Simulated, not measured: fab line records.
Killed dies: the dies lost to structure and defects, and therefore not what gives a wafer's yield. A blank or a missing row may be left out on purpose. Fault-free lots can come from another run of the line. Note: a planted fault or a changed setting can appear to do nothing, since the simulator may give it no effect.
Struck lot and sound lot, side by side ; flow n5Finfet ; 34 out of 1938 route steps
Sound: wafers L655.1, L655.2, L655.3. Struck: wafer L670.4 (left out: L670.1, L670.2 of the same lot, which were not struck); the cause appears at the end.
Per side, at each step with rows, come the tool, then ch with its chambers, and then its first start. Under that, the readings that differ: sound wafers ; struck wafers ; difference of the means ; sigmas: that difference in standard deviations of wafers without a fault.
alike: readings with means less than 2 such deviations apart, plus words and numbers identical on both sides. not compared: withheld readings, readings lacking a value on some wafer, bounds such as >300 that could conceal the same value, and numbers that have no deviation in the record and whose values overlap.
The two part at a step that has a row with sigmas, a row that says differs or no value, or rows on one side only. When numbers do not overlap yet have no deviation, they are printed without sigmas and do not part them. A reading missing from all wafers of one side parts the sides only when that side holds two or more wafers.

first, 9 steps without rows for these wafers: N5_BEOL_M4_ILD_DEP_00 (deposits SiOC from DEMS/O2, target thk 79 nm, time 15.3 s); N5_BEOL_M4_PECVD_72 (deposits SiO2 from TEOS/O2, target thk 16 nm, time 18 s); N5_BEOL_M4_HM_DEP_02 (deposits TiN, target thk 20 nm); N5_BEOL_M4_COAT_61 (time 60 s, resist thk 60 nm); N5_BEOL_M4_COAT_62 (time 60 s, resist thk 12 nm); N5_BEOL_M4_COAT_73 (time 60 s, resist thk 5 nm); N5_BEOL_M4_COAT_05 (resist thk 30 nm); N5_BEOL_M4_EBR_07; N5_BEOL_M4_SOFTBAKE_06 (time 60 s).
N5_BEOL_M4_EXPOSE_08: exposes mask M4.
  sound on euvScanner-02 ch 0, day 7 11:14; struck on euvScanner-02 ch 0, day 12 00:26
  alike: mask
then, 3 steps without rows for these wafers: N5_BEOL_M4_PEB_09 (peb time 60 s); N5_BEOL_M4_DEVELOP_10 (develop time 30 s); N5_BEOL_M4_DESCUM_16 (chemistry O2, time 7 s).
N5_BEOL_M4_ETCH_74: etches underlayer in N2/H2, target depth 6.5 nm, time 5.2 s.
  sound on rieDiel-05 ch 0,1,3, day 7 11:32; struck on rieDiel-05 ch 1, day 12 00:43
reading;sound;struck;difference;sigmas
rfHoursCounterH (h);177 182 175;217;+39;
  alike: drypumpMotorCurrentA, etchRfOnTimeS, oesProductAu, rfVppV, showerheadPlenumPTorr, throttleValvePct
  not compared: model.BEOL_M4.cdOffsetNm
then, 5 steps without rows for these wafers: N5_BEOL_M4_ETCH_63 (etches SiARC in CF4, target depth 15.6 nm, time 26 s); N5_BEOL_M4_ETCH_64 (etches SOC in N2/H2, target depth 75 nm, overetch 22.5 nm, time 121.9 s); N5_BEOL_M4_STRIP_65 (strips in N2/H2); N5_BEOL_M4_STRIP_75 (strips in N2/H2); N5_BEOL_M4_STRIP_66 (strips in CF4).
N5_BEOL_M4_HM_OPEN_17: chemistry Cl2/BCl3, target TiN, target depth 20 nm, overetch 6 nm.
  sound on rieMetal-01 ch 0,1, day 7 11:45; struck on rieMetal-01 ch 0, day 12 00:56
  alike: drypumpMotorCurrentA, oesProductAu, throttleValvePct
  not compared: rfHoursCounterH, model.BEOL_M4.cdOffsetNm
then, 12 steps without rows for these wafers: N5_BEOL_M4_STRIP_19 (strips in O2); N5_BEOL_M4_COAT_67 (time 60 s, resist thk 60 nm); N5_BEOL_M4_COAT_68 (time 60 s, resist thk 12 nm); N5_BEOL_M4_COAT_76 (time 60 s, resist thk 5 nm); N5_BEOL_M4_COAT_22 (resist thk 30 nm); N5_BEOL_M4_EBR_24; N5_BEOL_M4_SOFTBAKE_23 (time 60 s); N5_BEOL_M4_EXPOSE_25 (exposes mask V3, defocus 5 nm); N5_BEOL_M4_PEB_26 (peb time 60 s); N5_BEOL_M4_DEVELOP_27 (develop time 30 s); N5_BEOL_M4_DESCUM_33 (chemistry O2, time 7 s); N5_BEOL_M4_ETCH_77 (etches underlayer in N2/H2, target depth 6.5 nm, time 5.2 s).
N5_BEOL_M4_RC_MEAS_101:
  the record has rows for the sound wafers here (prober-02 ch 0, day 7 22:50) and none for the struck ones
-- record jumps: 5 days separate the struck wafers' starts on either side; left off in module BEOL_M4, taken up again in module PASSIVATION, whose first shown step is the route's number 1936 --
N5_PASSIVATION_PROBE_49:
  only the struck wafers here have rows in the record (prober-01, day 16 23:16); the sound ones have none

## WHERE THEY PART
First at N5_BEOL_M4_RC_MEAS_101; last, within this record, at N5_PASSIVATION_PROBE_49.

WHY: the cause the simulator had injected
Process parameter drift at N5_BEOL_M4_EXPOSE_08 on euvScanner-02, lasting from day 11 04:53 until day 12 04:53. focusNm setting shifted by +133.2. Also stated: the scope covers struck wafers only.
